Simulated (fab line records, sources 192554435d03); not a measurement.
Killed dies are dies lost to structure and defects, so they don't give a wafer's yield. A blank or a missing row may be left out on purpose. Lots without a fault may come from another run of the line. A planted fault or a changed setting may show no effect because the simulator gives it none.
Chamber matching | flow n5_finfet | N5_SPACER0_ALD_00 on ald_sin-01: 4 sister chambers
The step deposits SiOCN, target thk 3.5 nm, pulse time 3 s, purge time 2 s. 18 wafers are shown with their chamber, then 9 later ones without.

WAFERS WITH THEIR CHAMBER
wafer  | chamber | heater_power_w (W) | precursor_pulse_height_rel
L076.3 | 0       | 909                | 0.980
L076.5 | 1       | 846                | 0.988
L076.6 | 2       | 878                | 0.994
L077.2 | 1       | 811                | 0.986
L077.4 | 0       | 904                | 0.977
L077.5 | 2       | 916                | 1.020
L078.1 | 0       | 867                | 1.008
L078.3 | 3       | 968                | 0.996
L078.4 | 1       | 818                | 0.973
L088.2 | 2       | 851                | 0.972
L088.4 | 1       | 754                | 0.987
L088.5 | 0       | 902                | 0.979
L089.4 | 3       | 974                | 1.013
L089.5 | 2       | 847                | 1.008
L089.6 | 1       | 771                | 0.968
L090.1 | 1       | 759                | 1.018
L090.3 | 0       | 879                | 1.038
L090.5 | 2       | 854                | 0.962

SIGNATURES (means of the wafers above)
reading                    | chamber 0 | chamber 1 | chamber 2 | chamber 3 | scatter within a chamber
heater_power_w             | 892.20    | 793.17    | 869.20    | 971.00    | 28.8
precursor_pulse_height_rel | 0.99640   | 0.98667   | 0.99120   | 1.00450   | 0.0221
Rule: a wafer's distance from a chamber is the root of the sum, over the readings, of the square of ((its reading less the chamber's mean) divided by the reading's scatter). The wafer belongs to the nearest chamber; if the next one is less than 2 further off, it can't be placed. The scatter: the root of (the sum of the squares of (reading less its chamber's mean) over the shown wafers, divided by (wafers less chambers)).

WAFERS WITHOUT THEIR CHAMBER
wafer  | heater_power_w (W) | precursor_pulse_height_rel
L092.2 | 768                | 1.000
L092.3 | 886                | 0.951
L092.6 | 984                | 1.003
L093.2 | 901                | 0.977
L093.3 | 945                | 1.026
L093.5 | 948                | 0.984
L096.1 | 909                | 0.988
L096.2 | 862                | 0.994
L096.5 | 778                | 1.000

WHICH CHAMBER EACH WENT THROUGH
wafer  | from the rows above               | in truth
L092.2 | 1                                 | 1
L092.3 | can't be placed: 2 or 0 or 1 or 3 | 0
L092.6 | 3                                 | 3
L093.2 | can't be placed: 0 or 2 or 3      | 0
L093.3 | can't be placed: 3 or 0 or 2      | 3
L093.5 | can't be placed: 3 or 0 or 2      | 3
L096.1 | can't be placed: 0 or 2 or 3      | 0
L096.2 | can't be placed: 2 or 0           | 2
L096.5 | 1                                 | 1
Placed correctly: 3 of 9. Can't be placed from these rows: 6 (the true chamber is among the candidates in 6). Placed wrongly: 0.
